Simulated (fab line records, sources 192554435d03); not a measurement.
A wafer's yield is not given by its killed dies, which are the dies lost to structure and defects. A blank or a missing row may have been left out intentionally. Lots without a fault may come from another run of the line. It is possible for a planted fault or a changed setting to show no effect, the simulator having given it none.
Which of the tools did it? | flow n5 finfet | 10 lots with 27 wafers sampled at 4 steps, on a route of 1938 steps

WHAT EACH GAUGE READ, for each wafer
The record holds no reading of a measuring or inspecting step that can be judged against a usual standard deviation.

EACH LOT AND THE TOOL THAT RAN IT (in order: tool; ch and the chambers of the sampled wafers; start)
lot  | N5_BEOL_M8_DESCUM_16               | N5_BEOL_M8_ETCH_61                 | N5_BEOL_M8_ETCH_72                 | N5_BEOL_M8_STRIP_36
L879 | rie diel-03 ch 0,1, day 10 10:55   | rie diel-03 ch 0,1, day 10 10:57   | rie diel-03 ch 0,1,2, day 10 15:55 | rie diel-03 ch 0,1,2, day 10 16:06
L883 | rie diel-03 ch 2,3, day 11 12:34   | rie diel-03 ch 2,3, day 11 12:35   | rie diel-05 ch 2,3, day 11 14:54   | rie diel-05 ch 2,3, day 11 15:05
L882 | rie diel-05 ch 1,2, day 11 12:36   | rie diel-05 ch 1,2, day 11 12:38   | rie diel-01 ch 2,3, day 11 15:04   | rie diel-01 ch 2,3, day 11 15:16
L886 | rie diel-01 ch 0,1,2, day 11 18:13 | rie diel-01 ch 0,1,2, day 11 18:15 | rie diel-05 ch 0,2,3, day 11 20:08 | rie diel-05 ch 0,2,3, day 11 20:20
L888 | rie diel-01 ch 1,2,3, day 12 07:43 | rie diel-01 ch 1,2,3, day 12 07:44 | rie diel-01 ch 0,1,2, day 12 09:35 | rie diel-01 ch 0,1,2, day 12 09:47
L889 | rie diel-03 ch 0,2, day 12 07:56   | rie diel-03 ch 0,2, day 12 07:58   | rie diel-01 ch 0,1,3, day 12 10:03 | rie diel-01 ch 0,1,3, day 12 10:15
L898 | rie diel-03 ch 0,2, day 15 13:53   | rie diel-03 ch 0,2, day 15 13:55   | rie diel-01 ch 0,1, day 15 18:22   | rie diel-01 ch 0,1, day 15 18:34
L899 | rie diel-05 ch 1,2, day 15 17:45   | rie diel-05 ch 1,2, day 15 17:47   | rie diel-01 ch 0,3, day 15 20:14   | rie diel-01 ch 0,3, day 15 20:26
L900 | rie diel-01 ch 0,2, day 16 02:25   | rie diel-01 ch 0,2, day 16 02:26   | rie diel-01 ch 2,3, day 16 04:50   | rie diel-01 ch 2,3, day 16 05:02
L901 | rie diel-01 ch 1,2, day 16 02:53   | rie diel-01 ch 1,2, day 16 02:55   | rie diel-05 ch 0,1,3, day 16 05:01 | rie diel-05 ch 0,1,3, day 16 05:13
- N5_BEOL_M8_DESCUM_16: chemistry O2, time 7.9 s.
- N5_BEOL_M8_ETCH_61: etches SiARC in CF4, target depth 45.5 nm, time 75.8 s.
- N5_BEOL_M8_ETCH_72: etches underlayer in N2/H2, target depth 6.5 nm, time 5.2 s.
- N5_BEOL_M8_STRIP_36: strips in N2/H2.

AS READ BY THE TOOLS THEMSELVES (means over the sampled wafers that have a number; for cases with no such wafer, the mark the record gives instead)
N5_BEOL_M8_DESCUM_16. Usual: drypump motor current A 5.5 A, standard deviation 0.5; o2 flow sccm 224.9 sccm, standard deviation 0.72; oes product au 0.77 a.u., standard deviation 0.069; rf vpp V 243.9 V, standard deviation 1.2; showerhead plenum p Torr 2.14 Torr, standard deviation 0.06; throttle valve pct 20.57 %, standard deviation 0.21.
lot  | tool        | drypump motor current A (A) | o2 flow sccm (sccm) | oes product au (a.u.) | rf vpp V (V) | showerhead plenum p Torr (Torr) | throttle valve pct (%) | flag
L879 | rie diel-03 | 5.4                         | 225.1               | 0.77                  | 243.5        | 2.13                            | 20.52                  |
L883 | rie diel-03 | 5.6                         | 225.8               | 0.82                  | 243.9        | 2.16                            | 20.80                  |
L882 | rie diel-05 | 5.6                         | 225.0               | 0.83                  | 243.3        | 2.09                            | 20.45                  |
L886 | rie diel-01 | 5.5                         | 224.9               | 0.77                  | 243.8        | 2.14                            | 20.51                  |
L888 | rie diel-01 | 5.2                         | 225.0               | 0.75                  | 244.6        | 2.15                            | 20.57                  |
L889 | rie diel-03 | 5.6                         | 224.9               | 0.72                  | 244.4        | 2.14                            | 20.65                  |
L898 | rie diel-03 | 5.5                         | 225.2               | 0.71                  | 243.3        | 2.12                            | 20.76                  |
L899 | rie diel-05 | 5.6                         | 225.4               | 0.79                  | 243.4        | 2.10                            | 20.50                  |
L900 | rie diel-01 | 5.7                         | 224.4               | 0.73                  | 243.3        | 2.12                            | 20.56                  |
L901 | rie diel-01 | 5.1                         | 225.0               | 0.71                  | 244.4        | 2.15                            | 20.78                  |

N5_BEOL_M8_ETCH_61. Usual: drypump motor current A 5.5 A, standard deviation 0.5; etch rf on time s 75.6 s, standard deviation 2.1; oes product au 0.66 a.u., standard deviation 0.059; rf vpp V 184.6 V, standard deviation 1.1; showerhead plenum p Torr 2.18 Torr, standard deviation 0.065; throttle valve pct 15.72 %, standard deviation 0.17.
lot  | tool        | drypump motor current A (A) | etch rf on time s (s) | oes product au (a.u.) | rf vpp V (V) | showerhead plenum p Torr (Torr) | throttle valve pct (%) | flag
L879 | rie diel-03 | 5.4                         | 76.6                  | 0.65                  | 184.6        | 2.17                            | 15.62                  |
L883 | rie diel-03 | 5.6                         | 75.5                  | 0.70                  | 184.4        | 2.20                            | 15.85                  |
L882 | rie diel-05 | 5.6                         | 72.7                  | 0.71                  | 183.4        | 2.13                            | 15.55                  |
L886 | rie diel-01 | 5.5                         | 75.8                  | 0.66                  | 184.8        | 2.17                            | 15.63                  |
L888 | rie diel-01 | 5.1                         | 75.1                  | 0.63                  | 183.8        | 2.19                            | 15.73                  |
L889 | rie diel-03 | 5.5                         | 75.8                  | 0.62                  | 185.1        | 2.19                            | 15.79                  |
L898 | rie diel-03 | 5.5                         | 75.5                  | 0.61                  | 184.6        | 2.17                            | 15.89                  |
L899 | rie diel-05 | 5.6                         | 72.9                  | 0.68                  | 184.6        | 2.15                            | 15.65                  |
L900 | rie diel-01 | 5.7                         | 76.5                  | 0.61                  | 184.3        | 2.17                            | 15.77                  |
L901 | rie diel-01 | 5.0                         | 75.9                  | 0.62                  | 184.4        | 2.17                            | 15.87                  |

N5_BEOL_M8_ETCH_72. Usual: drypump motor current A 5.5 A, standard deviation 0.5; etch rf on time s 5.17 s, standard deviation 0.14; oes product au 0.66 a.u., standard deviation 0.054; rf vpp V 525.2 V, standard deviation 2.3; showerhead plenum p Torr 2.59 Torr, standard deviation 0.074; throttle valve pct 17.97 %, standard deviation 0.093.
lot  | tool        | drypump motor current A (A) | etch rf on time s (s) | oes product au (a.u.) | rf vpp V (V) | showerhead plenum p Torr (Torr) | throttle valve pct (%) | flag
L879 | rie diel-03 | 5.4                         | 5.16                  | 0.65                  | 525.1        | 2.58                            | 18.04                  |
L883 | rie diel-05 | 5.3                         | 5.03                  | 0.72                  | 527.3        | 2.69                            | 17.96                  |
L882 | rie diel-01 | 5.1                         | 5.16                  | 0.61                  | 526.8        | 2.61                            | 17.99                  |
L886 | rie diel-05 | 5.5                         | 5.16                  | 0.70                  | 524.9        | 2.61                            | 17.96                  |
L888 | rie diel-01 | 5.5                         | 5.19                  | 0.66                  | 524.6        | 2.58                            | 17.92                  |
L889 | rie diel-01 | 5.6                         | 5.19                  | 0.65                  | 526.3        | 2.59                            | 17.87                  |
L898 | rie diel-01 | 5.8                         | 4.34                  | 0.77                  | 524.0        | 2.56                            | 17.91                  | OFF
L899 | rie diel-01 | 5.9                         | 4.29                  | 0.70                  | 521.9        | 2.58                            | 17.96                  | OFF
L900 | rie diel-01 | 5.1                         | 4.18                  | 0.69                  | 525.0        | 2.60                            | 18.05                  | OFF
L901 | rie diel-05 | 5.5                         | 5.27                  | 0.66                  | 523.7        | 2.52                            | 18.04                  |

N5_BEOL_M8_STRIP_36. Usual: drypump motor current A 5.5 A, standard deviation 0.5; oes product au 0.77 a.u., standard deviation 0.065; rf vpp V 59.4 V, standard deviation 1.4; showerhead plenum p Torr 2.59 Torr, standard deviation 0.074; throttle valve pct 23.77 %, standard deviation 0.14.
lot  | tool        | drypump motor current A (A) | oes product au (a.u.) | rf vpp V (V) | showerhead plenum p Torr (Torr) | throttle valve pct (%) | flag
L879 | rie diel-03 | 5.4                         | 0.75                  | 60.7         | 2.58                            | 23.88                  |
L883 | rie diel-05 | 5.3                         | 0.84                  | 59.9         | 2.69                            | 23.78                  |
L882 | rie diel-01 | 5.0                         | 0.71                  | 58.8         | 2.61                            | 23.62                  |
L886 | rie diel-05 | 5.5                         | 0.82                  | 58.9         | 2.60                            | 23.76                  |
L888 | rie diel-01 | 5.5                         | 0.77                  | 59.6         | 2.58                            | 23.63                  |
L889 | rie diel-01 | 5.7                         | 0.77                  | 58.2         | 2.58                            | 23.64                  |
L898 | rie diel-01 | 5.8                         | 0.78                  | 60.0         | 2.56                            | 23.66                  |
L899 | rie diel-01 | 5.8                         | 0.72                  | 59.8         | 2.58                            | 23.72                  |
L900 | rie diel-01 | 5.2                         | 0.67                  | 58.0         | 2.59                            | 23.70                  |
L901 | rie diel-05 | 5.5                         | 0.78                  | 59.9         | 2.51                            | 23.89                  |

THE ANSWER, worked out from the rows above alone
Rule: a lot counts as off when the mean over its wafers that have a number is more than 3 standard deviations away from the usual mean. Also off: a lot with no number at a reading for which 4 or more lots have one. Where the step has rows for the other lots, those lots are counted as sound. After the gauges, taken in route order, come the tools' own readings; for these a lot's mean is taken, as printed above. The first step at which some lot is off is used, and at that step the reading that is off furthest; a lot without a number counts as furthest.
Off: L898, L899, L900 (N5_BEOL_M8_ETCH_72, etch rf on time s).
A tool fits if, at that step or a process step before it, it ran every lot that is off, and no sound lot after the first of them. One fits: rie diel-01 at N5_BEOL_M8_ETCH_72. Its last sound lot is L889 (day 12 10:03), its first lot that is off L898 (day 15 18:22): a fault that began between those two fits.
The tool's own readings at N5_BEOL_M8_ETCH_72 bear it out: on the lots that are off they differ by more than 5 times the standard deviation of the sound lots' means. etch rf on time s reads 4.27 s there against 5.17 s on the sound lots.

WHAT HAD BEEN PUT IN BY THE SIMULATOR
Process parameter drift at N5_BEOL_M8_ETCH_72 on rie diel-01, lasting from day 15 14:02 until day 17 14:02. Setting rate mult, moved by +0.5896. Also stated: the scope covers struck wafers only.
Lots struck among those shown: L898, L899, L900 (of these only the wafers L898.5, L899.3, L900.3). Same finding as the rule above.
